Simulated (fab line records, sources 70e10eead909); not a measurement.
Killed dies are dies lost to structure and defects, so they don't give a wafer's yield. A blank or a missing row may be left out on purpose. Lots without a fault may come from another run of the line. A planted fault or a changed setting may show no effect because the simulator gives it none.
What tool caused it? -- flow nand harc -- 36 wafers from 12 lots sampled at 6 of the route's 1302 steps

== WHAT EACH GAUGE READ, for each wafer ==
NHARC_P_GATE_CD_MEAS_33.
lot,measured,on,cd nm (nm)
L712,day 5 00:10,cd sem-01,118.9 122.9 119.2
L713,day 5 13:59,cd sem-02,123.9 121.7 123.8
L714,day 5 21:46,cd sem-03,123.0 121.7 122.8
L715,day 6 08:04,cd sem-01,123.8 121.1 119.2
L716,day 6 19:40,cd sem-01,120.3 119.8 119.1
L718,day 7 22:24,cd sem-03,122.6 118.2 122.1
L721,day 8 21:52,cd sem-02,120.4 124.6 118.2
L729,day 12 01:12,cd sem-03,119.9 121.1 120.7
L730,day 12 13:37,cd sem-03,117.2 120.1 123.7
L733,day 13 14:07,cd sem-02,119.7 117.9 119.8
L734,day 14 03:54,cd sem-02,116.6 121.0 121.0
L735,day 14 12:09,cd sem-01,122.4 121.9 121.1

NHARC_P_GATE_CD_MEAS_91: target cd 2000 nm.
lot,measured,on,cd nm (nm)
L712,day 5 14:43,cd sem-01,1997.2 1996.8 1998.9
L713,day 6 04:25,cd sem-02,1996.8 1999.9 1995.7
L714,day 6 11:56,cd sem-01,2000.5 1996.7 1998.6
L715,day 6 22:24,cd sem-02,1997.8 1996.8 1999.5
L716,day 7 10:01,cd sem-01,1998.7 2001.1 2000.7
L718,day 8 12:38,cd sem-03,2004.8 2000.4 2003.2
L721,day 9 12:19,cd sem-02,1976.9 1976.7 1979.1 1976.3 1976.9 1979.7
L729,day 12 15:35,cd sem-02,1999.4 2001.4 2003.6
L730,day 13 04:07,cd sem-02,1999.9 2000.7 2004.4
L733,day 14 04:50,cd sem-02,1997.8 1999.6 2000.3
L734,day 14 18:40,cd sem-01,1999.4 1999.9 1999.5
L735,day 15 02:22,cd sem-03,1999.0 2001.1 2001.5

NHARC_END_SORT_01.
lot,measured,on,killed at array,killed at other,killed at periphery,killed dies,killed open,killed short
L716,day 25 05:32,prober-02,23 36 27,0 0 0,3 3 3,26 39 30,1 2 8,1 7 2
L721,day 28 20:40,prober-01,61 63 60,3 0 0,3 1 3,67 64 63,2 4 3,2 1 1
L729,day 33 00:58,prober-01,43 41,0 1,2 3,45 45,1 4,2 2
L730,day 32 01:13,prober-01,93 100 92,2 0 0,5 1 1,100 101 93,6 6 2,1 6 0
L733,day 33 10:25,prober-01,23,0,2,25,3,2
L734,day 33 22:07,prober-01,68 68 74,0 1 2,1 3 6,69 72 82,3 2 1,0 2 1
L735,day 34 11:32,prober-02,54 41 46,2 1 0,2 2 2,58 44 48,1 1 3,3 3 3

== TOOL THAT RAN EACH LOT (tool first, then ch and the chambers of the sampled wafers, then the start) ==
lot,NHARC_P_GATE_EXPOSE_88,NHARC_P_GATE_DESCUM_93,NHARC_P_GATE_RTA_64
L712,"krf scanner-02 ch 0, day 5 14:34","rie diel-12 ch 0,3, day 5 14:53","rtp anneal-01 ch 0, day 5 16:35"
L713,"krf scanner-02 ch 0, day 6 04:15","rie diel-10 ch 1,2,3, day 6 04:35","rtp anneal-01 ch 0, day 6 06:13"
L714,"krf scanner-01 ch 0, day 6 11:47","rie diel-02 ch 0,1,2, day 6 12:07","rtp anneal-02 ch 0, day 6 13:47"
L715,"krf scanner-03 ch 0, day 6 22:14","rie diel-02 ch 1,2, day 6 22:34","rtp anneal-01 ch 0, day 7 00:14"
L716,"krf scanner-01 ch 0, day 7 09:52","rie diel-10 ch 2,3, day 7 10:13","rtp anneal-02 ch 0, day 7 12:22"
L718,"krf scanner-01 ch 0, day 8 12:28","rie diel-10 ch 0,2, day 8 12:48","rtp anneal-02 ch 0, day 8 14:27"
L721,"krf scanner-01 ch 0, day 9 12:10","rie diel-02 ch 1,2,3, day 9 14:04","rtp anneal-02 ch 0, day 9 15:51"
L729,"krf scanner-02 ch 0, day 12 15:26","rie diel-10 ch 0,2,3, day 12 15:44","rtp anneal-02 ch 0, day 12 17:26"
L730,"krf scanner-03 ch 0, day 13 03:58","rie diel-12 ch 1,2, day 13 04:16","rtp anneal-02 ch 0, day 13 05:57"
L733,"krf scanner-01 ch 0, day 14 04:41","rie diel-12 ch 0,1,2, day 14 05:01","rtp anneal-01 ch 0, day 14 06:54"
L734,"krf scanner-03 ch 0, day 14 18:31","rie diel-10 ch 0,1,2, day 14 18:50","rtp anneal-02 ch 0, day 14 20:29"
L735,"krf scanner-03 ch 0, day 15 02:13","rie diel-12 ch 0,2,3, day 15 02:31","rtp anneal-02 ch 0, day 15 04:11"
- NHARC_P_GATE_EXPOSE_88: exposes mask P HVN, target cd 2000 nm.
- NHARC_P_GATE_DESCUM_93: chemistry O2, time 3 s.
- NHARC_P_GATE_RTA_64: time 1 s.

== AS READ BY THE TOOLS THEMSELVES (means over the sampled wafers that have a number; for cases with no such wafer, the mark the record gives instead) ==
NHARC_P_GATE_DESCUM_93.
lot,tool,drypump motor current A (A),oes product au (a.u.),rf vpp V (V),showerhead plenum p Torr (Torr),throttle valve pct (%)
L712,rie diel-12,5.4,1.022,57.6,2.00,11.312
L713,rie diel-10,6.2,0.994,58.1,1.91,11.308
L714,rie diel-02,5.7,0.985,56.7,1.89,11.312
L715,rie diel-02,5.7,0.992,57.9,1.85,11.300
L716,rie diel-10,6.1,0.987,58.0,1.91,11.318
L718,rie diel-10,6.3,1.003,56.8,1.90,11.311
L721,rie diel-02,5.8,0.987,57.6,1.82,11.307
L729,rie diel-10,6.3,0.995,58.1,1.93,11.312
L730,rie diel-12,5.0,1.012,58.7,1.96,11.301
L733,rie diel-12,5.3,1.014,57.6,1.98,11.313
L734,rie diel-10,6.4,1.002,57.8,1.89,11.313
L735,rie diel-12,5.1,0.998,58.0,1.97,11.319

NHARC_P_GATE_RTA_64.
lot,tool,lamp power pct (%),wafer_temp_C_max
L712,rtp anneal-01,36.4,1054.0
L713,rtp anneal-01,36.4,1054.6
L714,rtp anneal-02,34.2,1055.0
L715,rtp anneal-01,36.4,1054.0
L716,rtp anneal-02,34.1,1054.3
L718,rtp anneal-02,34.1,1055.3
L721,rtp anneal-02,34.1,1053.8
L729,rtp anneal-02,34.0,1054.7
L730,rtp anneal-02,34.1,1055.2
L733,rtp anneal-01,36.3,1054.2
L734,rtp anneal-02,34.1,1055.2
L735,rtp anneal-02,34.1,1054.8

== THE ANSWER, worked out from the rows above alone ==
Rule: the usual values come from the lots themselves. The widest of any qualifying gaps counts: lots, ordered by their means at a reading, are off when they make up no more than a third of the lots, leave a main group of 4 or more, and stand apart from it by 3 or more times the standard deviation of that group's means. A main group whose means are all the same, to the digits that the tables above print for the reading, isn't used. Also off: a lot with no number at a reading for which 4 or more lots have one. The other lots that the step has rows for count as sound. Order of review: gauges by route order, followed by the tools' own readings, for which a lot's mean as printed above is used. The first step at which some lot is off is used, and at that step the reading that is off furthest; a lot without a number counts as furthest.
Off, at NHARC_P_GATE_CD_MEAS_91 on cd nm: L721. Mean 1999.7 nm and standard deviation 1.7 in the main group.
A tool fits if, at a process step before that reading, it ran every lot that is off, and no sound lot after the first of them. Those tools and the gauges at NHARC_P_GATE_CD_MEAS_91 are tried in the same way. None of those tried fits.

== WHAT THE SIMULATOR HAD PUT IN ==
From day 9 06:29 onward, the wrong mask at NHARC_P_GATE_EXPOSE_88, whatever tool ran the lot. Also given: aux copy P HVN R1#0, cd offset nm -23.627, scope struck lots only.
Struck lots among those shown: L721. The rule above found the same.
